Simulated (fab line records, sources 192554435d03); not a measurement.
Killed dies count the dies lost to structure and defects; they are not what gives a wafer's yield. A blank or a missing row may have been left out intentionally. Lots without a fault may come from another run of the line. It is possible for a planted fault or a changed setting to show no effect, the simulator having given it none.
The tool behind it: which one? | flow n5-finfet | 10 lots with 30 wafers sampled at 4 steps, on a route of 1938 steps

WHAT THE GAUGES SHOWED, per wafer
N5_BEOL_M11_CD_MEAS_28: the cd target is 70 nm.
lot  | measured     | on        | cd-nm (nm)
L573 | day 10 19:45 | cd-sem-01 | 70.6 69.3 69.9
L572 | day 10 22:59 | cd-sem-02 | 69.1 70.3 70.4
L571 | day 11 03:40 | cd-sem-01 | 68.3 70.0 68.8
L576 | day 11 15:32 | cd-sem-03 | 70.4 69.9 71.0
L579 | day 12 12:37 | cd-sem-02 | 69.9 70.1 69.8
L585 | day 14 01:33 | cd-sem-01 | 64.1 62.9 63.4
L587 | day 14 16:04 | cd-sem-01 | 71.4 71.4 69.6
L588 | day 15 01:08 | cd-sem-02 | 69.8 68.8 69.0
L590 | day 15 15:53 | cd-sem-02 | 70.1 69.6 68.3
L589 | day 15 15:43 | cd-sem-02 | 63.9 64.6 64.3

TOOL THAT RAN EACH LOT (tool first, then ch and the chambers of the sampled wafers, then the start)
lot  | N5_BEOL_M10_ETCH_41                           | N5_BEOL_M10_CURE_72           | N5_BEOL_M11_EXPOSE_25
L573 | rie-diel-04 ch 0,2, day 10 13:27 or earlier   | uv-cure-01 ch 0, day 10 13:27 | arfi-scanner-02 ch 0, day 10 19:38
L572 | rie-diel-04 ch 1,2, day 10 18:28 or earlier   | uv-cure-01 ch 2, day 10 18:28 | arfi-scanner-01 ch 0, day 10 22:52
L571 | rie-diel-04 ch 0,2,3, day 10 21:14 or earlier | uv-cure-02 ch 0, day 10 21:14 | arfi-scanner-01 ch 0, day 11 03:33
L576 | rie-diel-04 ch 0,2, day 11 08:36 or earlier   | uv-cure-01 ch 0, day 11 08:36 | arfi-scanner-02 ch 0, day 11 15:23
L579 | rie-diel-04 ch 1,3, day 12 06:39 or earlier   | uv-cure-01 ch 2, day 12 06:39 | arfi-scanner-02 ch 0, day 12 12:29
L585 | rie-diel-05 ch 0,1,2, day 13 19:44 or earlier | uv-cure-03 ch 1, day 13 19:44 | arfi-scanner-02 ch 0, day 14 01:26
L587 | rie-diel-02 ch 0,2, day 14 07:08 or earlier   | uv-cure-03 ch 1, day 14 07:08 | arfi-scanner-03 ch 0, day 14 15:56
L588 | rie-diel-05 ch 0,2,3, day 14 16:46 or earlier | uv-cure-03 ch 2, day 14 16:46 | arfi-scanner-01 ch 0, day 15 01:01
L590 | rie-diel-04 ch 0,1,2, day 15 02:19 or earlier | uv-cure-03 ch 2, day 15 02:19 | arfi-scanner-03 ch 0, day 15 15:46
L589 | rie-diel-02 ch 0,1,3, day 15 02:21 or earlier | uv-cure-02 ch 0, day 15 02:21 | arfi-scanner-02 ch 0, day 15 15:35
- N5_BEOL_M10_ETCH_41: etches SiCN in CH3F/O2, target depth 42.6 nm, time 86 s.
- N5_BEOL_M10_CURE_72: cures SiCOH lowk, time 120 s.
- N5_BEOL_M11_EXPOSE_25: exposes mask V10.

THE ANSWER, worked out from the rows above alone
Rule: the usual values come from the lots themselves. Put in order of their means at a reading, lots are off if they are a third of the lots or fewer, leave a main group of 4 or more, and stand apart from it by a gap of 3 or more times the standard deviation of the main group's means; of several such gaps the widest counts. A main group whose means are all the same, to the digits that the tables above print for the reading, isn't used. Also off: a lot with no number at a reading for which 4 or more lots have one. Any other lot the step has rows for is counted as sound.
Off: L585, L589 (N5_BEOL_M11_CD_MEAS_28, cd-nm). Mean 69.8 nm and standard deviation 0.57 in the main group.
A tool fits if, at a process step before that reading, it ran every lot that is off, and no sound lot after the first of them. Those tools and the gauges at N5_BEOL_M11_CD_MEAS_28 are tried in the same way. Because N5_BEOL_M10_ETCH_41 lacks a start for some lots, the hours and order of its lots are taken from N5_BEOL_M10_CURE_72. One fits: N5_BEOL_M11_EXPOSE_25 on arfi-scanner-02. Its last sound lot is L579 (day 12 12:29), its first lot that is off L585 (day 14 01:26): a fault that began between those two fits.

WHAT THE SIMULATOR HAD INSERTED
Process parameters drifting: arfi-scanner-02 at N5_BEOL_M11_EXPOSE_25, beginning at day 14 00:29. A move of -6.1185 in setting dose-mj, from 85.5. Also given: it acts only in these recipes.
Struck lots among those shown: L585, L589. This agrees with what the rule above found.
